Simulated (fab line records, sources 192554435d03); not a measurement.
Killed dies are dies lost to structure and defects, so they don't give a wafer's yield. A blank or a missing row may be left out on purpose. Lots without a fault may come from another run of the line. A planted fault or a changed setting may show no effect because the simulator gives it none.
fab line records | flow n5_finfet
record lots=7 wafers=21 last_day=18
route steps=1938 shown BEOL_M4@1032
lots that met no fault: from a run of the same line without faults
start_h: hours from the record's first day to the start of the lot's first wafer shown | wait_h: hours since the lot's step before | " the same as in the row above | L1.1+2: a row that stands for several wafers | - no value, or no start given | * or withheld: withheld | < > ~ a bound
route shown NAME@n: a module of which the file shows steps, and the number in the route of the first | usual: mean/standard deviation of fault-free wafers | same: alike in all rows | chamber/n: place in a boat | sites: the reading at each site | _std_site: their standard deviation | _edge_site: outer sites' mean less inner sites' | radius_mm: how far each site lies from the wafer's centre | mask NAME#n: copy n | behind: the tool/chamber that last shaped the wafer | hold: why the lot was held/for how many hours/how that ended | device: the transistor (n, p or np) that didn't switch | end of line: the same wafers' tests at the end of the route | a step without rows: its recipe alone | killed: dies lost to structure and defects at the first sort, not the wafer's yield | map: a wafer's dies, x killed, . not, _ none there
set.NAME: the setting as run; set.NAME@STEP: as run at that earlier step | model.NAME: the simulator's own value behind a step, which no gauge read
lots at some steps of the route; a table a step, a row a wafer
services: from which hour (start_h, from the record's first day; less than 0 if before it) a tool's chamber was out of use, for how many hours, and why
## steps
# step N5_BEOL_M4_PEB_09
# recipe peb_temp_c=100 peb_time_s=60 resist=CAR-EUV
# step N5_BEOL_M4_DEVELOP_10
# recipe develop_time_s=30 developer=TMAH resist=CAR-EUV rinse_liquid=surfactant_rinse dry=air_spin dev_temp_c=23
# step N5_BEOL_M4_CD_MEAS_11
# recipe target_cd_nm=16.79 landing_energy_ev=500 detector=se_inlens polarity=opening
# usual cd_nm=16.78/0.25
# columns lot.wafer tool chamber start_h wait_h cd_nm
L108.2 cd_sem-01 0 193.55 - 16.67
L108.3 " 0 " " 16.98
L108.6 " 0 " " 16.87
L109.2 cd_sem-01 0 196.88 - 16.85
L109.3 " 0 " " 16.79
L109.5 " 0 " " 16.57
L117.2 cd_sem-01 0 256.18 - 16.95
L117.3 " 0 " " 16.77
L117.6 " 0 " " 17.02
L119.2 cd_sem-01 0 274.89 - 16.71
L119.3 " 0 " " 16.57
L119.5 " 0 " " 16.55
L122.1 cd_sem-01 0 283.18 - 16.83
L122.5 " 0 " " 16.45
L122.6 " 0 " " 17.13
L126.2 cd_sem-02 0 328.91 - 16.60
L126.4 " 0 " " 17.08
L126.5 " 0 " " 16.83
L127.1 cd_sem-02 0 333.70 - 16.71
L127.3 " 0 " " 16.40
L127.5 " 0 " " 16.42
# step N5_BEOL_M4_OVL_MEAS_12
# recipe points_per_wafer=522
# usual M4_OVL=0.2/0.57
# columns lot.wafer tool chamber start_h wait_h M4_OVL[nm]
L108.2 overlay-01 0 193.58 0.0 0.2
L108.3 " 0 " " 0.6
L108.6 " 0 " " 0.5
L109.2 overlay-02 0 196.91 0.0 -0.8
L109.3 " 0 " " -0.6
L109.5 " 0 " " 0.0
L117.2 overlay-02 0 256.21 0.0 0.8
L117.3 " 0 " " 0.4
L117.6 " 0 " " 0.2
L119.2 overlay-01 0 274.92 0.0 -0.1
L119.3 " 0 " " 0.0
L119.5 " 0 " " 0.1
L122.1 overlay-02 0 283.21 0.0 0.2
L122.5 " 0 " " 0.6
L122.6 " 0 " " 0.1
L126.2 overlay-01 0 328.95 0.0 -0.4
L126.4 " 0 " " -0.1
L126.5 " 0 " " 0.6
L127.1 overlay-02 0 333.73 0.0 1.0
L127.3 " 0 " " 0.2
L127.5 " 0 " " 0.7
# step N5_BEOL_M4_INSPECT_13
# recipe mode=adi inspect_instrument=brightfield
# usual raw_defect_count=408/87
# columns lot.wafer tool chamber start_h wait_h raw_defect_count
L108.2 defect_inspect-01 - 193.63 0.0 405
L108.3 " - " " 417
L108.6 " - " " 375
L109.2 defect_inspect-02 - 196.96 0.0 413
L109.3 " - " " 403
L109.5 " - " " 493
L117.2 defect_inspect-02 - 256.27 0.0 420
L117.3 " - " " 652
L117.6 " - " " 396
L119.2 defect_inspect-02 - 274.97 0.0 664
L119.3 " - " " 437
L119.5 " - " " 492
L122.1 defect_inspect-01 - 283.27 0.1 504
L122.5 " - " " 303
L122.6 " - " " 440
L126.2 defect_inspect-01 - 329.00 0.0 410
L126.4 " - " " 476
L126.5 " - " " 412
L127.1 defect_inspect-02 - 333.79 0.1 477
L127.3 " - " " 470
L127.5 " - " " 673
# step N5_BEOL_M4_DESCUM_16
# recipe chemistry=O2 time_s=7 source_power_w=50 bias_power_w=20 pressure_mtorr=20 rf_frequency_hz=2.712e+07 temp_c=40 resist=CAR-EUV o2_flow_sccm=225
# usual drypump_motor_current_A=5.6/0.51 oes_product_au=0.83/0.078 rf_vpp_V=243.6/1.5 showerhead_plenum_p_Torr=2.12/0.088 throttle_valve_pct=20.38/0.18
# columns lot.wafer tool chamber start_h wait_h drypump_motor_current_A oes_product_au rf_hours_counter_h rf_vpp_V showerhead_plenum_p_Torr throttle_valve_pct
L108.2 rie_diel-03 2 194.12 0.5 5.3 0.73 210 241.6 1.98 20.49
L108.3 " 0 " " 5.5 0.99 4 243.7 2.05 20.06
L108.6 " 0 " " 5.5 0.99 - 243.4 2.05 20.04
L109.2 rie_diel-04 1 197.01 0.0 5.0 0.88 30 245.1 2.23 20.13
L109.3 " 0 " " 5.3 0.87 45 242.8 2.04 20.30
L109.5 " 2 " " 6.1 0.80 - 244.2 2.12 20.28
L117.2 rie_diel-03 3 256.30 0.0 4.8 0.70 227 245.1 2.15 20.77
L117.3 " 2 " " 5.3 0.70 231 241.9 1.97 20.52
L117.6 " 2 " " 5.3 0.71 - 242.3 1.97 20.53
L119.2 rie_diel-03 2 275.01 0.0 5.3 0.70 239 240.3 1.97 20.54
L119.3 " 1 " " 6.5 0.83 95 245.6 2.20 20.41
L119.5 " 0 " " 5.5 0.91 - 243.1 2.04 20.11
L122.1 rie_diel-03 3 283.30 0.0 4.9 0.69 236 243.1 2.15 20.77
L122.5 " 1 " " 6.5 0.83 - 243.7 2.20 20.40
L122.6 " 0 " " 5.5 0.91 - 242.0 2.04 20.10
L126.2 rie_diel-01 3 329.04 0.0 6.3 0.82 79 243.0 2.04 20.56
L126.4 " 2 " " 5.3 0.84 70 244.2 2.21 20.37
L126.5 " 3 " " 6.3 0.81 - 242.6 2.04 20.55
L127.1 rie_diel-01 3 334.20 0.4 6.3 0.82 81 239.7 2.04 20.55
L127.3 " 2 " " 5.3 0.84 73 246.0 2.21 20.37
L127.5 " 2 " " 5.3 0.83 - 244.5 2.21 20.38
# step N5_BEOL_M4_ETCH_74
# recipe chemistry=N2/H2 target=underlayer target_depth_a=65 mask_material=CAR-EUV time_s=5.2 ion_energy_ev=200 pressure_mtorr=30 source_w=840 bias_w=150 n2_flow_sccm=200 h2_flow_sccm=200 ends=cleared
# usual drypump_motor_current_A=5.6/0.51 etch_rf_on_time_s=5.17/0.064 oes_product_au=0.70/0.066 rf_vpp_V=525/3.3 showerhead_plenum_p_Torr=2.58/0.11 throttle_valve_pct=17.81/0.22
# columns lot.wafer tool chamber start_h wait_h drypump_motor_current_A etch_rf_on_time_s oes_product_au rf_hours_counter_h rf_vpp_V showerhead_plenum_p_Torr throttle_valve_pct
L108.2 rie_diel-03 2 194.15 0.0 5.3 5.21 0.61 210 521 2.42 18.08
L108.3 " 0 " " 5.5 5.06 0.84 4 524 2.49 17.40
L108.6 " 0 " " 5.6 5.07 0.85 - 525 2.49 17.38
L109.2 rie_diel-04 1 197.04 0.0 5.1 5.19 0.73 30 529 2.71 17.62
L109.3 " 0 " " 5.3 5.26 0.74 45 525 2.48 17.74
L109.5 " 2 " " 6.1 5.20 0.69 - 524 2.56 17.61
L117.2 rie_diel-03 3 256.34 0.0 4.8 5.18 0.60 227 526 2.61 18.26
L117.3 " 2 " " 5.3 5.17 0.61 231 518 2.41 18.13
L117.6 " 2 " " 5.3 5.13 0.60 - 521 2.41 18.14
L119.2 rie_diel-03 2 275.04 0.0 5.3 5.25 0.59 239 518 2.41 18.14
L119.3 " 1 " " 6.5 5.12 0.70 95 527 2.68 17.90
L119.5 " 0 " " 5.5 5.08 0.78 - 522 2.48 17.46
L122.1 rie_diel-03 3 283.34 0.0 4.8 5.22 0.60 236 526 2.61 18.27
L122.5 " 1 " " 6.5 5.12 0.69 - 527 2.68 17.92
L122.6 " 0 " " 5.5 5.17 0.78 - 521 2.48 17.45
L126.2 rie_diel-01 3 329.07 0.0 6.3 5.16 0.70 79 522 2.47 17.94
L126.4 " 2 " " 5.3 5.19 0.72 70 527 2.69 17.73
L126.5 " 3 " " 6.3 5.13 0.70 - 523 2.47 17.95
L127.1 rie_diel-01 3 334.24 0.0 6.3 5.09 0.69 81 519 2.47 17.92
L127.3 " 2 " " 5.3 5.19 0.71 73 531 2.68 17.74
L127.5 " 2 " " 5.3 5.21 0.71 - 529 2.68 17.77
# step N5_BEOL_M4_ETCH_63
# recipe chemistry=CF4 target=SiARC target_depth_a=156 mask_material=CAR-EUV time_s=26 ion_energy_ev=80 pressure_mtorr=40 source_w=545 bias_w=36 Ar_flow_sccm=100 cf4_flow_sccm=100 ends=cleared
# step N5_BEOL_M4_ETCH_64
# recipe chemistry=N2/H2 target=SOC target_depth_a=750 overetch_a=225 mask_material=SiARC temp_c=40 time_s=121.9 ion_energy_ev=200 pressure_mtorr=30 source_w=840 bias_w=150 n2_flow_sccm=200 h2_flow_sccm=200
# usual drypump_motor_current_A=5.6/0.51 oes_product_au=0.62/0.056 rf_vpp_V=524.7/3 showerhead_plenum_p_Torr=2.58/0.11 throttle_valve_pct=17.76/0.23
# columns lot.wafer tool chamber start_h wait_h drypump_motor_current_A oes_product_au rf_hours_counter_h rf_vpp_V showerhead_plenum_p_Torr throttle_valve_pct
L108.2 rie_diel-03 2 194.20 0.0 5.3 0.55 210 520.3 2.42 18.03
L108.3 " 0 " " 5.5 0.74 4 523.0 2.49 17.36
L108.6 " 0 " " 5.5 0.75 - 521.2 2.49 17.35
L109.2 rie_diel-04 1 197.09 0.0 5.1 0.66 30 526.5 2.71 17.59
L109.3 " 0 " " 5.3 0.66 45 521.1 2.48 17.69
L109.5 " 2 " " 6.1 0.59 - 524.0 2.56 17.56
L117.2 rie_diel-03 3 256.38 0.0 4.8 0.54 227 525.6 2.61 18.19
L117.3 " 2 " " 5.3 0.54 231 520.6 2.41 18.08
L117.6 " 2 " " 5.3 0.54 - 519.1 2.41 18.08
L119.2 rie_diel-03 2 275.09 0.0 5.3 0.54 239 518.6 2.41 18.08
L119.3 " 1 " " 6.5 0.62 95 526.4 2.68 17.86
L119.5 " 0 " " 5.5 0.68 - 522.7 2.48 17.40
L122.1 rie_diel-03 3 283.38 0.0 4.8 0.53 236 525.5 2.61 18.22
L122.5 " 1 " " 6.5 0.61 - 525.5 2.68 17.88
L122.6 " 0 " " 5.5 0.68 - 522.6 2.48 17.39
L126.2 rie_diel-01 3 329.12 0.0 6.3 0.62 79 520.7 2.47 17.90
L126.4 " 2 " " 5.3 0.64 70 528.8 2.69 17.70
L126.5 " 3 " " 6.3 0.62 - 521.2 2.47 17.92
L127.1 rie_diel-01 3 334.28 0.0 6.3 0.63 81 521.9 2.47 17.91
L127.3 " 2 " " 5.3 0.62 73 527.0 2.68 17.70
L127.5 " 2 " " 5.3 0.63 - 528.0 2.68 17.72
# step N5_BEOL_M4_STRIP_65
# recipe chemistry=N2/H2 temp_c=40 n2_flow_sccm=200 h2_flow_sccm=200 rf_frequency_hz=6e+07
# step N5_BEOL_M4_STRIP_75
# recipe chemistry=N2/H2 temp_c=40 n2_flow_sccm=200 h2_flow_sccm=200 rf_frequency_hz=6e+07
# step N5_BEOL_M4_STRIP_66
# recipe chemistry=CF4 resist=SiARC power_w=300 bias_power_w=75 pressure_mtorr=50 cf4_flow_sccm=150 rf_frequency_hz=6e+07
# usual drypump_motor_current_A=5.6/0.51 oes_product_au=0.81/0.074 rf_vpp_V=271.5/1.8 showerhead_plenum_p_Torr=1.82/0.069 throttle_valve_pct=13.51/0.21
# columns lot.wafer tool chamber start_h wait_h drypump_motor_current_A oes_product_au rf_hours_counter_h rf_vpp_V showerhead_plenum_p_Torr throttle_valve_pct
L108.2 rie_diel-03 2 194.33 0.0 5.2 0.72 210 268.2 1.71 13.78
L108.3 " 0 " " 5.5 0.97 4 272.1 1.77 13.23
L108.6 " 0 " " 5.5 0.98 - 270.1 1.77 13.22
L109.2 rie_diel-04 1 197.22 0.0 5.0 0.86 30 273.6 1.90 13.20
L109.3 " 0 " " 5.3 0.87 45 269.5 1.75 13.39
L109.5 " 2 " " 6.1 0.80 - 270.8 1.81 13.38
L117.2 rie_diel-03 3 256.51 0.0 4.8 0.70 227 272.2 1.84 13.94
L117.3 " 2 " " 5.3 0.70 231 269.3 1.70 13.81
L117.6 " 2 " " 5.3 0.70 - 269.2 1.70 13.81
L119.2 rie_diel-03 2 275.22 0.0 5.3 0.69 239 270.3 1.70 13.83
L119.3 " 1 " " 6.5 0.80 95 272.6 1.88 13.55
L119.5 " 0 " " 5.5 0.89 - 269.5 1.76 13.28
L122.1 rie_diel-03 3 283.52 0.0 4.9 0.69 237 271.9 1.84 13.96
L122.5 " 1 " " 6.5 0.80 - 271.6 1.88 13.56
L122.6 " 0 " " 5.5 0.89 - 269.9 1.76 13.28
L126.2 rie_diel-01 3 329.25 0.0 6.3 0.80 79 269.4 1.75 13.59
L126.4 " 2 " " 5.3 0.83 70 273.3 1.89 13.45
L126.5 " 3 " " 6.3 0.81 - 270.0 1.75 13.59
L127.1 rie_diel-01 3 334.41 0.0 6.3 0.80 81 270.2 1.75 13.60
L127.3 " 2 " " 5.3 0.82 73 273.2 1.89 13.46
L127.5 " 2 " " 5.3 0.82 - 274.2 1.89 13.46
# step N5_BEOL_M4_HM_OPEN_17
# recipe chemistry=Cl2/BCl3 target_depth_a=200 overetch_a=60 target=TiN mask_material=SOC ion_energy_ev=150 pressure_mtorr=10 icp_w=1000 bias_w=126 Cl2_flow_sccm=53.25 bcl3_flow_sccm=21.75 Ar_flow_sccm=25
# usual bcl3_flow_sccm=21.73/0.076 drypump_motor_current_A=5.6/0.38 oes_product_au=0.67/0.077 throttle_valve_pct=22.11/0.14
# columns lot.wafer tool chamber start_h wait_h bcl3_flow_sccm drypump_motor_current_A oes_product_au rf_hours_counter_h throttle_valve_pct model.SOC_of_BEOL_M4_COAT_61.thk_nm
L108.2 rie_metal-03 1 194.37 0.0 21.74 5.8 0.66 47 22.04 52
L108.3 " 0 " " 21.68 4.9 0.67 - 22.37 51.8
L108.6 " 1 " " 21.71 5.8 0.66 - 22.06 52.2
L109.2 rie_metal-02 0 197.26 0.0 21.62 6.0 0.76 17 22.00 51.8
L109.3 " 0 " " 21.72 6.0 0.75 - 22.00 51.8
L109.5 " 0 " " 21.62 6.0 0.75 - 21.96 51.8
L117.2 rie_metal-03 0 256.55 0.0 21.70 4.9 0.66 44 22.37 51.4
L117.3 " 1 " " 21.64 5.8 0.65 - 22.05 52
L117.6 " 0 " " 21.65 4.9 0.66 - 22.38 51.6
L119.2 rie_metal-03 1 275.26 0.0 21.72 5.8 0.65 55 22.06 52.4
L119.3 " 0 " " 21.78 4.9 0.66 - 22.38 51.8
L119.5 " 0 " " 21.91 4.9 0.65 - 22.37 51.8
L122.1 rie_metal-03 1 283.56 0.0 21.75 5.9 0.64 56 22.06 52
L122.5 " 0 " " 21.65 4.9 0.65 - 22.41 51.6
L122.6 " 1 " " 21.71 5.8 0.64 - 22.06 52
L126.2 rie_metal-02 0 329.30 0.0 21.55 6.0 0.71 30 21.99 52.4
L126.4 " 0 " " 21.66 6.0 0.73 - 22.00 52.2
L126.5 " 1 " " 21.81 5.5 0.56 - 22.09 52.2
L127.1 rie_metal-03 0 334.45 0.0 21.74 5.0 0.64 51 22.40 52.2
L127.3 " 0 " " 21.83 4.9 0.64 - 22.40 52
L127.5 " 0 " " 21.65 4.9 0.65 - 22.39 52.2
# step N5_BEOL_M4_STRIP_19
# recipe chemistry=O2 power_w=400 temp_c=40 pressure_mtorr=30 rf_frequency_hz=6e+07 bias_power_w=0 overash_fraction=0.2 o2_flow_sccm=225
# usual drypump_motor_current_A=5.6/0.48 oes_product_au=0.84/0.059 rf_vpp_V=3.7/0.48 showerhead_plenum_p_Torr=2.14/0.081 throttle_valve_pct=16.58/0.14
# same overash_fraction=0.2
# columns lot.wafer tool chamber start_h wait_h drypump_motor_current_A oes_product_au rf_hours_counter_h rf_vpp_V showerhead_plenum_p_Torr throttle_valve_pct
L108.2 rie_diel-01 1 194.50 0.1 5.1 0.87 41 3.6 2.22 16.56
L108.3 " 2 " " 5.3 0.90 24 3.7 2.23 16.50
L108.6 " 0 " " 5.7 0.80 - 3.4 2.11 16.56
L109.2 rie_diel-03 0 197.41 0.1 5.5 0.99 6 3.9 2.05 16.27
L109.3 " 2 " " 5.3 0.72 212 3.2 1.98 16.77
L109.5 " 0 " " 5.5 0.97 - 4.3 2.05 16.28
L117.2 rie_diel-01 1 256.90 0.3 5.1 0.85 62 3.0 2.22 16.60
L117.3 " 3 " " 6.3 0.85 56 4.4 2.05 16.70
L117.6 " 3 " " 6.3 0.85 - 2.5 2.05 16.69
L119.2 rie_diel-03 0 275.37 0.1 5.5 0.91 34 3.2 2.04 16.32
L119.3 " 2 " " 5.3 0.70 239 3.4 1.97 16.83
L119.5 " 3 " " 4.8 0.70 - 3.9 2.16 17.03
L122.1 rie_diel-04 0 283.67 0.1 5.3 0.83 76 2.8 2.03 16.55
L122.5 " 1 " " 5.1 0.82 - 3.5 2.22 16.39
L122.6 " 2 " " 6.1 0.76 - 3.3 2.11 16.55
L126.2 rie_diel-01 2 329.41 0.1 5.3 0.84 70 3.2 2.22 16.58
L126.4 " 0 " " 5.7 0.76 141 3.6 2.10 16.65
L126.5 " 2 " " 5.3 0.84 - 3.3 2.22 16.58
L127.1 rie_diel-04 3 334.76 0.3 6.1 0.87 51 3.5 2.21 16.62
L127.3 " 0 " " 5.3 0.81 98 3.4 2.03 16.60
L127.5 " 3 " " 6.1 0.87 - 3.9 2.21 16.62
# step N5_BEOL_M4_RC_MEAS_101
# usual DIBL_N=36.6/1.1 DIBL_P=36.8/1.6 IOFF_N=0.169/0.024 IOFF_P=0.206/0.028 ION_N=679/9.2 ION_P=462/7 SS_N=71.6/0.57 SS_P=73.3/0.57 VT_N=248.8/2.4 VT_P=-251/3
# columns lot.wafer tool chamber start_h wait_h DIBL_N[mV/V] DIBL_P[mV/V] IOFF_N[nA/um] IOFF_P[nA/um] ION_N[uA/um] ION_P[uA/um] SS_N[mV/dec] SS_P[mV/dec] VT_N[mV] VT_P[mV]
L108.2 prober-01 0 224.48 0.2 36.3 36.3 0.146 0.194 682 463 71.1 72.7 250.9 -252
L108.3 " 0 " " 37.1 38.9 0.169 0.224 688 468 71.1 73.7 248.2 -251
L108.6 " 0 " " 36.7 37.5 0.150 0.204 678 463 71.3 72.9 250.6 -251
L109.2 prober-02 0 229.66 0.2 36.5 37.3 0.178 0.196 666 447 72.1 73.0 247.2 -253
L109.3 " 0 " " 38.0 39.8 0.223 0.238 691 457 73.3 74.0 247.8 -250
L109.5 " 0 " " 37.0 39.3 0.212 0.231 685 458 73.0 74.4 248.1 -253
L117.2 prober-02 0 265.74 0.2 37.0 37.1 0.156 0.205 670 462 71.2 73.0 251.5 -250
L117.3 " 0 " " 37.2 37.7 0.157 0.214 666 462 71.8 73.0 250.8 -249
L117.6 " 0 " " 37.5 37.7 0.164 0.223 671 460 71.3 73.7 251.2 -247
L119.2 prober-01 0 297.14 0.2 38.5 38.9 0.213 0.240 681 465 72.8 74.4 248.4 -248
L119.3 " 0 " " 38.3 39.5 0.225 0.244 687 466 72.6 73.6 245.3 -248
L119.5 " 0 " " 37.4 38.5 0.200 0.228 690 464 71.4 74.0 247.0 -250
L122.1 prober-02 0 299.70 0.0 35.9 35.0 0.155 0.153 684 452 71.2 73.8 250.7 -258
L122.5 " 0 " " 36.9 36.4 0.164 0.167 680 448 72.1 73.6 250.2 -260
L122.6 " 0 " " 37.3 37.0 0.183 0.181 683 455 71.7 73.0 248.9 -257
L126.2 prober-02 0 339.23 0.2 35.2 36.5 0.157 0.170 678 457 70.8 73.3 247.4 -257
L126.4 " 0 " " 35.2 36.7 0.164 0.172 678 451 71.2 73.4 248.4 -258
L126.5 " 0 " " 34.4 35.9 0.144 0.162 678 453 71.1 72.9 249.1 -257
L127.1 prober-02 0 345.10 0.0 35.6 35.8 0.133 0.178 673 458 70.6 73.8 252.9 -253
L127.3 " 0 " " 38.3 38.3 0.183 0.217 687 464 72.0 73.6 245.2 -253
L127.5 " 0 " " 37.6 38.9 0.179 0.229 691 473 71.5 73.2 246.8 -250
## services
# columns tool chamber start_h hours kind
rie_metal-03 0 173.53 3.5 repair
rie_metal-03 0 179.32 4.5 repair
rie_diel-04 3 182.81 - clean
rie_diel-04 3 182.81 - consumable_replace:focus_ring
rie_diel-04 3 182.81 - consumable_replace:showerhead
rie_diel-04 3 182.81 17.6 scheduled_down
rie_diel-04 3 182.81 17.6 vent_cycle
rie_diel-01 0 264.71 3.7 repair
rie_metal-03 - 270.81 0.8 repair
rie_diel-04 1 294.03 23.1 repair
rie_metal-03 - 304.74 1.1 repair
rie_diel-03 2 313.71 - clean
rie_diel-03 2 313.71 - consumable_replace:focus_ring
rie_diel-03 2 313.71 - consumable_replace:showerhead
rie_diel-03 2 313.71 17.9 scheduled_down
rie_diel-03 2 313.71 17.9 vent_cycle
rie_metal-02 - 314.59 0.5 repair
rie_diel-03 3 331.61 - clean
rie_diel-03 3 331.61 - consumable_replace:focus_ring
rie_diel-03 3 331.61 20.4 scheduled_down
rie_diel-03 3 331.61 20.4 vent_cycle
rie_metal-02 - 332.92 2.8 pm
## key
first_sign none at tools or gauges
model_effect step=N5_BEOL_M4_HM_OPEN_17 value=SOC_of_BEOL_M4_COAT_61.thk_nm without=52.08 struck=51.64
met_at N5_BEOL_M4_HM_OPEN_17
struck_wafers L117.2,L117.6,L119.3,L119.5,L122.5
onset_between 194.37 256.55
fault kind=process_parameter_drift tool=rie_metal-03 chamber=0 onset_h=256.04 steps=N5_BEOL_M4_HM_OPEN_17 channel=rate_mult offset=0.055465 shape=step end_h=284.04
